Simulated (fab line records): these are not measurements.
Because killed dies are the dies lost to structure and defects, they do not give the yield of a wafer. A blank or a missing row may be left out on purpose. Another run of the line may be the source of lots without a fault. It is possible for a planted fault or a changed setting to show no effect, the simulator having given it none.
fab line records	flow nand-harc	part 1 of 2: steps 1 to 4 of 6
record lots=20	wafers=60	last-day=32
route steps=1302 shown A_CHANNEL_HOLE_D2@587 A_STAIRCASE@684
lots that met no fault: taken from a fault-free run of the same line
start-h: start of the lot's first displayed wafer, in hours after the record's first day	wait-h: hours since the lot's step before	" the same as in the row above	L1.1+2: a single row standing in for several wafers	- either no value or no given start	* or withheld: withheld	< > ~ a bound
route shown NAME@n: a module of which the file shows steps, and the number in the route of the first	usual: mean/standard deviation taken from wafers without a fault	same: alike in all rows	chamber/n: place in a boat	sites: readings site by site	_std_site: their standard deviation	_edge_site: mean of outer sites minus mean of inner sites	radius-mm: for every site, how far away it sits from the centre of the wafer	mask NAME#n: copy n	behind: the last tool/chamber to shape the wafer	hold: why the lot went on hold/how many hours it stayed there/how the hold came to an end	device: the n, p or np transistor that did not switch	end of line: the same wafers' tests at the end of the route	a step with no rows: only its recipe	killed: not the wafer's yield, but the dies lost to structure and defects at the first sort	map: per-die view of a wafer (x killed, . not killed, _ where there is no die)
set.NAME: the setting the step ran with; set.NAME@STEP: the setting that earlier step ran with	model.NAME: the simulator's own value behind a step, which no gauge read
the route's steps for a sample of lots (tables are steps, rows are wafers)
services: from which hour (start-h, from the record's first day; less than 0 if before it) a tool's chamber was out of use, for how many hours, and why
## steps
# step NHARC_A_CHANNEL_HOLE_D2_ETCH_39
# recipe target-depth-a=2600	over-etch-frac=0.3	time-s=325	ion-energy-ev=200	n2-flow-sccm=150	h2-flow-sccm=150	ar-flow-sccm=0	rf-w=400	bias-w=150	chemistry=N2/H2
# usual chamber-pressure-mTorr=30.002/0.028	drypump-motor-current-A=5.4/0.38	oes-product-au=0.998/0.01	rf-vpp-V=430.7/2.9	showerhead-plenum-p-Torr=2.05/0.098	throttle-valve-pct=14.171/0.0094
lot.wafer	tool	chamber	start-h	wait-h	chamber-pressure-mTorr	drypump-motor-current-A	oes-product-au	rf-hours-counter-h	rf-vpp-V	showerhead-plenum-p-Torr	throttle-valve-pct
L074.1	rie-diel-02	2	-	-	30.016	5.4	0.981	3.7	428.0	1.93	14.167
L074.6	"	0	"	"	30.019	5.3	0.995	-	426.3	1.90	14.194
L074.5	"	1	"	"	30.026	5.8	0.997	-	432.1	2.08	14.153
L075.4	rie-diel-02	3	-	-	30.005	4.8	1.004	4.1	428.0	1.99	14.189
L075.2	"	1	"	"	30.004	5.8	1.004	4.7	431.2	2.08	14.193
L075.5	"	2	"	"	29.988	5.4	0.985	-	428.0	1.93	14.164
L076.1	rie-diel-05	3	-	-	30.052	5.8	1.030	4.3	430.8	2.06	14.168
L076.4	"	0	"	"	29.974	5.3	1.005	3.3	431.2	2.06	14.185
L076.2	"	2	"	"	30.013	5.2	0.991	4.9	430.6	2.06	14.172
L077.4	rie-diel-05	3	-	-	30.034	5.9	0.998	5.7	431.2	2.06	14.169
L077.3	"	0	"	"	29.930	5.4	0.998	4.6	432.2	2.06	14.172
L077.5	"	0	"	"	30.017	5.4	0.999	-	431.3	2.06	14.171
L080.2	rie-diel-12	1	-	-	29.980	5.6	1.001	3.0	431.6	2.11	14.182
L080.3	"	2	"	"	30.015	5.8	0.998	3.7	434.6	2.18	14.166
L080.5	"	0	"	"	30.033	5.0	0.986	-	432.7	2.19	14.157
L079.3	rie-diel-05	0	-	-	29.972	5.3	0.995	5.7	432.5	2.06	14.170
L079.2	"	1	"	"	29.975	5.6	0.993	6.6	426.7	1.93	14.168
L079.1	"	2	"	"	29.988	5.2	0.982	7.8	431.7	2.06	14.172
L081.3	rie-diel-12	3	-	-	29.935	4.7	1.017	6.0	428.3	1.96	14.165
L081.6	"	0	"	"	30.041	5.0	0.997	-	435.5	2.19	14.177
L081.5	"	1	"	"	29.968	5.7	1.000	-	433.8	2.11	14.164
L083.3	rie-diel-02	0	-	-	30.030	5.3	1.007	7.8	425.8	1.90	14.171
L083.2	"	3	"	"	30.037	4.8	1.006	7.8	430.7	1.99	14.183
L083.6	"	1	"	"	30.047	5.9	0.989	-	433.3	2.08	14.183
L082.2	rie-diel-12	1	-	-	30.014	5.6	0.994	5.3	432.9	2.11	14.162
L082.5	"	1	"	"	30.008	5.7	0.987	-	432.5	2.11	14.193
L082.4	"	2	"	"	30.036	5.8	0.996	-	434.2	2.18	14.166
L085.3	rie-diel-02	1	-	-	30.014	5.8	0.999	0.3	431.9	2.08	14.180
L085.5	"	0	"	"	30.053	5.3	0.997	-	427.4	1.90	14.179
L085.4	"	1	"	"	30.032	5.8	1.000	-	434.3	2.08	14.171
L086.2	rie-diel-12	0	-	-	29.980	5.0	0.994	8.6	435.2	2.19	14.164
L086.6	"	1	"	"	30.041	5.7	0.999	-	432.8	2.11	14.166
L086.5	"	2	"	"	29.999	5.8	0.997	-	433.5	2.18	14.160
L087.3	rie-diel-05	1	-	-	30.014	5.6	1.009	0.1	427.5	1.93	14.153
L087.5	"	0	"	"	30.005	5.4	1.004	-	430.1	2.06	14.175
L087.6	"	1	"	"	29.983	5.6	1.006	-	427.2	1.93	14.152
L089.4	rie-diel-02	0	-	-	30.021	5.3	0.993	1.7	425.9	1.90	14.173
L089.1	"	1	"	"	30.003	5.9	1.002	1.7	430.5	2.08	14.164
L089.5	"	3	"	"	29.992	4.8	0.984	-	428.5	1.98	14.170
L088.1	rie-diel-12	2	-	-	29.994	5.7	0.991	10.8	434.8	2.18	14.158
L088.3	"	3	"	"	29.966	4.6	1.007	11.4	428.2	1.96	14.161
L088.6	"	2	"	"	30.020	5.7	0.980	-	434.3	2.18	14.177
L090.2	rie-diel-02	0	-	-	29.993	5.3	0.981	2.9	427.1	1.90	14.180
L090.3	"	1	"	"	29.990	5.9	1.001	2.5	431.7	2.08	14.173
L090.6	"	0	"	"	29.995	5.3	0.996	-	426.7	1.90	14.191
L093.1	rie-diel-02	3	-	-	29.964	4.8	0.991	2.8	427.7	1.98	14.165
L093.5	"	2	"	"	29.979	5.4	0.982	-	427.3	1.93	14.165
L093.6	"	3	"	"	29.963	4.8	0.983	-	428.3	1.98	14.174
L091.4	rie-diel-12	1	-	-	29.967	5.6	1.005	1.3	433.8	2.11	14.181
L091.3	"	2	"	"	29.998	5.7	0.991	0.9	433.3	2.18	14.192
L091.5	"	1	"	"	30.017	5.6	1.000	-	433.4	2.11	14.183
L092.2	rie-diel-12	0	-	-	30.070	5.0	1.001	1.7	432.7	2.19	14.160
L092.1	"	2	"	"	30.040	5.8	0.979	1.5	435.3	2.18	14.160
L092.5	"	1	"	"	30.025	5.6	1.006	-	432.6	2.11	14.164
L096.3	rie-diel-02	2	-	-	30.011	5.4	0.992	5.6	428.7	1.93	14.178
L096.2	"	3	"	"	29.987	4.8	1.001	4.9	428.8	1.98	14.159
L096.4	"	0	"	"	29.969	5.3	1.005	5.5	426.2	1.90	14.177
L095.2	rie-diel-05	3	-	-	29.982	5.8	1.011	5.0	430.2	2.06	14.151
L095.4	"	0	"	"	30.021	5.4	0.993	5.7	430.7	2.06	14.169
L095.5	"	2	"	"	30.035	5.2	1.000	-	433.8	2.06	14.169
# step NHARC_A_CHANNEL_HOLE_D2_STRIP_28
# recipe o2-flow-sccm=500	ar-flow-sccm=0	bias-w=0	chemistry=O2
# usual chamber-pressure-mTorr=60.00/0.054	drypump-motor-current-A=5.4/0.37	oes-product-au=0.999/0.01	rf-vpp-V=57.7/0.89	showerhead-plenum-p-Torr=3.49/0.14	throttle-valve-pct=17.037/0.0088
lot.wafer	tool	chamber	start-h	wait-h	chamber-pressure-mTorr	drypump-motor-current-A	oes-product-au	rf-hours-counter-h	rf-vpp-V	showerhead-plenum-p-Torr	throttle-valve-pct
L074.1	rie-diel-02	2	-	-	60.03	5.4	0.977	4.4	57.7	3.36	17.029
L074.5	"	2	"	"	59.91	5.4	0.997	-	57.3	3.36	17.044
L074.6	"	3	"	"	60.00	4.8	1.003	-	56.9	3.45	17.048
L075.4	rie-diel-05	1	-	-	59.95	5.6	1.008	5.1	57.5	3.36	17.046
L075.2	"	3	"	"	60.02	5.8	1.018	5.3	57.7	3.56	17.032
L075.5	"	1	"	"	60.00	5.6	1.013	-	57.2	3.36	17.027
L076.4	rie-diel-02	2	-	-	59.93	5.4	0.987	5.5	58.7	3.36	17.045
L076.1	"	3	"	"	59.96	4.8	1.010	5.0	58.0	3.45	17.034
L076.2	"	0	"	"	59.93	5.3	1.001	4.8	56.1	3.31	17.032
L077.4	rie-diel-02	1	-	-	60.05	5.9	1.004	6.5	57.6	3.59	17.032
L077.3	"	2	"	"	60.00	5.4	0.983	6.6	56.2	3.36	17.036
L077.5	"	1	"	"	60.05	5.8	0.998	-	57.8	3.59	17.025
L080.2	rie-diel-02	2	-	-	59.96	5.4	0.986	7.0	57.1	3.36	17.048
L080.3	"	0	"	"	59.97	5.3	1.009	6.7	57.6	3.31	17.052
L080.5	"	2	"	"	59.98	5.4	0.985	-	57.3	3.36	17.031
L079.1	rie-diel-12	0	-	-	60.02	5.0	0.991	5.1	59.1	3.77	17.027
L079.2	"	1	"	"	60.06	5.6	0.999	3.8	58.0	3.64	17.043
L079.3	"	2	"	"	59.96	5.8	0.993	4.3	58.4	3.75	17.039
L081.3	rie-diel-12	1	-	-	59.94	5.6	0.990	5.0	57.4	3.64	17.036
L081.5	"	0	"	"	59.93	5.0	1.004	-	58.7	3.77	17.028
L081.6	"	1	"	"	60.05	5.6	0.994	-	58.4	3.64	17.035
L083.2	rie-diel-02	2	-	-	59.97	5.4	0.987	8.5	57.5	3.36	17.055
L083.3	"	3	"	"	59.98	4.7	1.009	8.5	59.5	3.44	17.043
L083.6	"	0	"	"	60.06	5.4	1.010	-	57.6	3.31	17.023
L082.4	rie-diel-12	1	-	-	59.98	5.6	0.999	6.5	57.7	3.64	17.043
L082.2	"	3	"	"	59.97	4.6	1.016	7.6	58.4	3.41	17.034
L082.5	"	1	"	"	60.08	5.6	1.004	-	58.7	3.64	17.033
L085.3	rie-diel-02	2	-	-	60.02	5.4	0.982	1.1	58.4	3.35	17.031
L085.5	"	2	"	"	59.99	5.4	0.987	-	58.5	3.35	17.038
L085.4	"	1	"	"	59.92	5.9	1.005	-	57.5	3.59	17.046
L086.2	rie-diel-12	1	-	-	59.94	5.7	1.005	7.9	58.9	3.64	17.019
L086.6	"	2	"	"	60.02	5.7	0.997	-	57.8	3.75	17.032
L086.5	"	3	"	"	59.92	4.6	1.010	-	56.6	3.41	17.036
L087.3	rie-diel-05	3	-	-	60.12	5.8	1.005	0.7	57.2	3.56	17.026
L087.6	"	2	"	"	59.93	5.2	1.010	-	59.1	3.56	17.030
L087.5	"	3	"	"	59.97	5.8	1.010	-	57.2	3.56	17.039
L089.1	rie-diel-05	1	-	-	60.03	5.6	1.002	1.1	58.2	3.36	17.035
L089.4	"	3	"	"	59.93	5.8	1.002	1.3	57.6	3.56	17.023
L089.5	"	1	"	"	60.02	5.6	0.989	-	57.0	3.36	17.024
L088.1	rie-diel-02	0	-	-	60.04	5.3	1.004	2.8	58.2	3.31	17.032
L088.3	"	1	"	"	59.98	5.8	1.001	2.4	58.1	3.59	17.054
L088.6	"	0	"	"	59.98	5.3	0.999	-	57.5	3.31	17.041
L090.2	rie-diel-12	1	-	-	60.08	5.6	0.991	0.1	58.2	3.64	17.056
L090.3	"	3	"	"	60.00	4.7	1.006	0.0	58.7	3.41	17.035
L090.6	"	2	"	"	60.10	5.7	0.989	-	57.8	3.75	17.034
L093.1	rie-diel-02	3	-	-	60.05	4.8	0.991	3.3	58.6	3.44	17.045
L093.5	"	1	"	"	60.03	5.8	0.999	-	58.3	3.59	17.038
L093.6	"	3	"	"	60.15	4.8	0.984	-	57.0	3.44	17.043
L091.3	rie-diel-02	2	-	-	60.08	5.4	0.996	4.1	56.7	3.35	17.028
L091.4	"	3	"	"	60.08	4.8	0.996	3.5	57.4	3.44	17.041
L091.5	"	1	"	"	60.00	5.8	1.022	-	57.4	3.59	17.038
L092.2	rie-diel-05	3	-	-	60.02	5.8	1.000	3.6	57.2	3.55	17.019
L092.1	"	0	"	"	59.93	5.3	0.986	4.4	57.6	3.55	17.041
L092.5	"	3	"	"	60.04	5.8	1.001	-	56.8	3.55	17.041
L096.3	rie-diel-02	1	-	-	60.05	5.9	1.003	5.9	57.7	3.59	17.029
L096.4	"	3	"	"	59.99	4.8	0.987	5.4	57.6	3.44	17.044
L096.2	"	0	"	"	60.01	5.3	1.001	5.9	57.2	3.31	17.031
L095.4	rie-diel-02	2	-	-	60.00	5.4	0.983	6.6	57.4	3.35	17.040
L095.2	"	3	"	"	60.03	4.8	0.989	5.5	56.3	3.44	17.042
L095.5	"	2	"	"	59.95	5.4	0.991	-	57.0	3.35	17.037
# step NHARC_A_STAIRCASE_ETCH_27
# recipe target-depth-a=1000	time-s=40.5	ion-energy-ev=400	c4f8-flow-sccm=20	o2-flow-sccm=10	ar-flow-sccm=withheld	rf-w=600	bias-w=1000	chemistry=C4F8/O2
# usual chamber-pressure-mTorr=25.002/0.022	oes-product-au=0.942/0.011	rf-vpp-V=897/4.7
lot.wafer	tool	chamber	start-h	wait-h	chamber-pressure-mTorr	oes-product-au	rf-hours-counter-h	rf-vpp-V
L074.1	rie-diel-13	3	-	-	25.013	0.960	1	897
L074.6	"	3	"	"	24.999	0.954	-	897
L074.5	"	0	"	"	25.005	0.945	-	897
L075.4	rie-diel-01	2	-	-	25.001	0.927	43	895
L075.2	"	0	"	"	25.023	0.945	49	904
L075.5	"	1	"	"	25.045	0.924	-	897
L076.1	rie-diel-06	1	-	-	25.025	0.932	19	887
L076.4	"	2	"	"	24.986	0.917	17	897
L076.2	"	3	"	"	25.024	0.933	13	896
L077.4	rie-diel-13	0	-	-	25.004	0.936	12	899
L077.3	"	1	"	"	25.050	0.941	12	903
L077.5	"	3	"	"	25.011	0.948	-	899
L079.1	rie-diel-06	0	-	-	25.022	0.937	33	890
L079.3	"	2	"	"	25.039	0.945	30	896
L079.2	"	3	"	"	24.969	0.949	28	896
L080.3	rie-diel-13	0	-	-	25.008	0.932	23	898
L080.2	"	2	"	"	25.008	0.944	23	895
L080.5	"	3	"	"	24.998	0.948	-	897
L081.3	rie-diel-06	2	-	-	24.974	0.936	35	897
L081.5	"	1	"	"	25.019	0.945	-	886
L081.6	"	3	"	"	25.009	0.947	-	896
L083.3	rie-diel-01	0	-	-	24.993	0.935	16	904
L083.2	"	1	"	"	25.035	0.920	18	898
L083.6	"	3	"	"	25.021	0.931	-	902
L082.2	rie-diel-01	0	-	-	24.993	0.952	16	903
L082.4	"	1	"	"	24.998	0.950	18	897
L082.5	"	0	"	"	24.971	0.956	-	903
L086.2	rie-diel-13	0	-	-	24.991	0.938	45	898
L086.5	"	3	"	"	24.976	0.949	-	895
L086.6	"	0	"	"	25.042	0.938	-	898
L085.3	rie-diel-01	2	-	-	24.993	0.930	27	894
L085.4	"	0	"	"	25.034	0.926	-	903
L085.5	"	2	"	"	24.973	0.925	-	895
L087.3	rie-diel-13	0	-	-	25.021	0.923	47	898
L087.6	"	1	"	"	25.033	0.925	-	904
L087.5	"	2	"	"	25.053	0.943	-	896
L088.1	rie-diel-13	0	-	-	25.004	0.944	58	896
L088.3	"	3	"	"	24.987	0.957	58	899
L088.6	"	0	"	"	24.969	0.943	-	899
L089.4	rie-diel-06	3	-	-	25.021	0.932	3	894
L089.1	"	2	"	"	24.958	0.950	3	897
L089.5	"	0	"	"	25.019	0.952	-	891
L090.3	rie-diel-13	1	-	-	25.020	0.932	58	901
L090.2	"	0	"	"	25.031	0.944	60	897
L090.6	"	2	"	"	24.965	0.949	-	896
L093.1	rie-diel-13	1	-	-	25.028	0.938	2	901
L093.6	"	3	"	"	25.004	0.951	-	897
L093.5	"	0	"	"	25.019	0.927	-	898
L091.3	rie-diel-13	1	-	-	25.018	0.933	3	901
L091.4	"	3	"	"	25.003	0.964	2	897
L091.5	"	0	"	"	25.016	0.942	-	898
L092.1	rie-diel-06	1	-	-	25.042	0.937	15	906
L092.2	"	2	"	"	24.972	0.929	12	895
L092.5	"	2	"	"	24.990	0.925	-	895
L096.4	rie-diel-13	2	-	-	25.011	0.956	14	898
L096.3	"	3	"	"	25.003	0.964	16	896
L096.2	"	0	"	"	24.995	0.938	15	898
L095.4	rie-diel-06	3	-	-	25.009	0.921	26	895
L095.2	"	0	"	"	24.984	0.946	29	890
L095.5	"	1	"	"	25.043	0.931	-	905
# step NHARC_A_STAIRCASE_ETCH_197
# recipe target-depth-a=1000	time-s=40.5	ion-energy-ev=400	c4f8-flow-sccm=20	o2-flow-sccm=10	ar-flow-sccm=withheld	rf-w=600	bias-w=1000	chemistry=C4F8/O2
# usual chamber-pressure-mTorr=24.997/0.025	oes-product-au=0.950/0.017	rf-vpp-V=898/4.4
lot.wafer	tool	chamber	start-h	wait-h	chamber-pressure-mTorr	oes-product-au	rf-hours-counter-h	rf-vpp-V
L074.1	rie-diel-13	0	-	-	24.998	0.979	2	898
L074.5	"	1	"	"	24.990	0.958	-	903
L074.6	"	2	"	"	24.936	0.960	-	897
L075.2	rie-diel-13	2	-	-	24.997	0.941	6	897
L075.4	"	0	"	"	25.022	0.943	6	900
L075.5	"	1	"	"	25.022	0.950	-	906
L076.1	rie-diel-13	1	-	-	25.022	0.941	6	903
L076.2	"	2	"	"	25.027	0.936	6	898
L076.4	"	3	"	"	25.003	0.942	6	897
L077.3	rie-diel-06	1	-	-	25.003	0.961	26	885
L077.5	"	0	"	"	24.991	0.960	-	892
L077.4	"	1	"	"	24.962	0.955	-	888
L080.3	rie-diel-13	0	-	-	25.066	0.932	24	898
L080.2	"	1	"	"	24.989	0.935	23	904
L080.5	"	0	"	"	25.002	0.937	-	898
L079.3	rie-diel-06	3	-	-	24.979	0.947	28	896
L079.2	"	0	"	"	25.018	0.941	34	891
L079.1	"	1	"	"	25.001	0.935	32	887
L081.3	rie-diel-13	2	-	-	25.001	0.977	28	896
L081.6	"	1	"	"	24.947	0.976	-	903
L081.5	"	2	"	"	24.996	0.991	-	897
L083.3	rie-diel-01	2	-	-	24.986	0.937	19	894
L083.2	"	3	"	"	25.037	0.947	17	904
L083.6	"	2	"	"	24.971	0.931	-	895
L082.2	rie-diel-06	0	-	-	24.976	0.960	44	891
L082.4	"	2	"	"	24.971	0.936	44	896
L082.5	"	0	"	"	24.958	0.955	-	890
L086.2	rie-diel-13	2	-	-	24.980	0.969	44	896
L086.6	"	3	"	"	25.010	0.967	-	897
L086.5	"	0	"	"	24.975	0.960	-	898
L085.3	rie-diel-01	3	-	-	25.019	0.931	25	904
L085.4	"	2	"	"	24.974	0.925	-	894
L085.5	"	0	"	"	25.018	0.933	-	904
L087.3	rie-diel-01	0	-	-	25.044	0.931	28	904
L087.5	"	2	"	"	24.945	0.930	-	893
L087.6	"	3	"	"	24.986	0.937	-	904
L088.3	rie-diel-13	2	-	-	24.978	0.949	57	896
L088.1	"	1	"	"	25.003	0.955	56	903
L088.6	"	2	"	"	25.035	0.953	-	897
L089.1	rie-diel-06	0	-	-	24.938	0.943	5	891
L089.4	"	1	"	"	24.952	0.939	4	904
L089.5	"	3	"	"	25.019	0.973	-	896
L090.3	rie-diel-06	0	-	-	25.021	0.962	7	889
L090.2	"	1	"	"	24.985	0.932	7	905
L090.6	"	3	"	"	25.020	0.948	-	893
L093.1	rie-diel-13	1	-	-	24.965	0.941	3	903
L093.5	"	2	"	"	25.010	0.971	-	897
L093.6	"	3	"	"	24.982	0.961	-	897
L091.3	rie-diel-01	2	-	-	25.006	0.973	53	892
L091.4	"	3	"	"	25.023	0.975	50	904
L091.5	"	2	"	"	24.976	0.975	-	894
L092.2	rie-diel-13	3	-	-	25.013	0.962	4	895
L092.1	"	0	"	"	25.003	0.936	4	896
L092.5	"	1	"	"	25.013	0.938	-	901
L096.3	rie-diel-06	0	-	-	24.991	0.923	29	890
L096.2	"	1	"	"	25.014	0.919	28	905
L096.4	"	2	"	"	24.970	0.914	26	896
L095.4	rie-diel-13	3	-	-	25.021	0.953	16	896
L095.2	"	0	"	"	24.996	0.932	15	897
L095.5	"	3	"	"	24.979	0.971	-	895
